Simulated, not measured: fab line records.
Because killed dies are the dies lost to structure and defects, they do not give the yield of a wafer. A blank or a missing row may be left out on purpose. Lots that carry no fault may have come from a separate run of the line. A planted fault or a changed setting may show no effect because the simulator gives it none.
Comparing a struck lot with a sound one ; flow nand harc ; 17 out of 1302 route steps
Sound: wafers L586.2, L586.5, L586.6. Struck: wafers L589.3, L589.5. (L589.4 of the same lot was not struck and is left out.) The cause comes at the end.
Per side, at each step with rows, come the tool, then ch with its chambers, and then its first start. Under that, the readings that differ: sound wafers ; struck wafers ; difference of the means ; sigmas: that difference in standard deviations of wafers without a fault.
alike: readings with means less than 2 such deviations apart, plus words and numbers identical on both sides. not compared: withheld readings, readings lacking a value on some wafer, bounds such as >300 that could conceal the same value, and numbers that have no deviation in the record and whose values overlap.
The two part at a step that has a row with sigmas, a row that says differs or no value, or rows on one side only. Non-overlapping numbers with no deviation appear without sigmas and do not part them. Lack of a reading on every wafer of one side parts them only where that side has two or more wafers.

NHARC_A_M0_OVL_MEAS_10: pitch 160 nm.
  sound on overlay-01 at day 27 04:04; struck on overlay-02 at day 28 16:46
  alike: overlay x nm, overlay y nm
NHARC_A_M0_INSPECT_11:
  sound on defect inspect-01 at day 27 04:06; struck on defect inspect-01 at day 28 16:47
  alike: raw defect count
NHARC_A_M0_DESCUM_14: chemistry O2, time 3 s.
  sound on rie diel-04 ch 0,3, day 27 04:10; struck on rie diel-11 ch 1, day 28 16:51
reading;sound;struck;difference;sigmas
showerhead plenum p Torr (Torr);2.06 2.06 1.94;1.82 1.82;-0.20;-2
  alike: drypump motor current A, o2 flow sccm, oes product au, rf vpp V, throttle valve pct
  not compared: rf hours counter h
NHARC_A_M0_ETCH_34: etches the open film in N2/H2, target depth 40 nm, overetch 12 nm, time 43.94 s.
  sound on rie diel-04 ch 0,3, day 27 04:15; struck on rie diel-11 ch 1,2, day 28 16:56
  alike: drypump motor current A, oes product au, rf vpp V, showerhead plenum p Torr, throttle valve pct
  not compared: rf hours counter h
then, 1 step without rows for these wafers: NHARC_A_M0_ETCH_15 (etches the open film in C4F8/Ar, target depth 150 nm, overetch 15 nm, time 82.5 s).
NHARC_A_M0_CD_MEAS_16:
  sound on cd sem-02 at day 27 04:28; struck on cd sem-01 at day 28 17:10
  alike: cd nm
then, 2 steps without rows for these wafers: NHARC_A_M0_STRIP_18 (strips in N2/H2); NHARC_A_M0_STRIP_19 (strips in post etch residue remover, time 600 s).
NHARC_A_M0_DEGAS_28: time 60 s.
  sound on pvd sputter-02 at day 27 05:06; struck on pvd sputter-01 at day 28 17:50
  alike: heater power w, susceptor temp C
then, 1 step without rows for these wafers: NHARC_A_M0_PRE_CLEAN_29 (time 30 s).
NHARC_A_M0_PVD_20: deposits TaN, target thk 5 nm, time 8.06 s.
  sound on pvd sputter-02; struck on pvd sputter-01
  alike: throttle valve pct
then, 1 step without rows for these wafers: NHARC_A_M0_PVD_21 (deposits Cu, target thk 30 nm, time 20.49 s).
NHARC_A_M0_ECD_22: material Cu, target thk 400 nm.
  sound on ecd cu-02 ch 0,1, day 27 05:29; struck on ecd cu-02 ch 0,1, day 28 18:19
NHARC_A_M0_ANNEAL_30: time 90 s.
  sound on rtp anneal-02 ch 0, day 27 05:52; struck on rtp anneal-02 ch 0, day 28 18:41
  alike: wafer_temp_C_max
NHARC_A_M0_CMP_23: polishes, t overpolish 20 s, target thk 113.75 nm.
  sound on cmp-04 ch 0,2,3, day 27 06:13; struck on cmp-04 ch 2, day 28 18:58
reading;sound;struck;difference;sigmas
time to endpoint s (s);30.6 28.1 27.7;9.1 9.2;-19.7;-7
  alike: motor current A
NHARC_A_M0_THK_MEAS_24: measures by xrf.
  sound on film metro-02 at day 27 06:29; struck on film metro-02 at day 28 19:15
  alike: thk nm
NHARC_END_SORT_01:
  sound on prober-02 ch 0, day 28 20:55; struck on prober-02 ch 0, day 30 11:17
  alike: defect limited yield, killed at array, killed at other, killed at periphery, killed dies, killed open, killed short, sort_bin_2_pct, sort_bin_3_pct, sort_bin_4_pct, sort n pass, sort rim yield pct, sort yield pct

## WHERE THEY PART
At NHARC_A_M0_DESCUM_14 first; at NHARC_A_M0_CMP_23 last (within this record only). Later steps at which nothing parts them and some readings are alike: NHARC_A_M0_THK_MEAS_24, NHARC_END_SORT_01.

WHY: what the simulator had put in
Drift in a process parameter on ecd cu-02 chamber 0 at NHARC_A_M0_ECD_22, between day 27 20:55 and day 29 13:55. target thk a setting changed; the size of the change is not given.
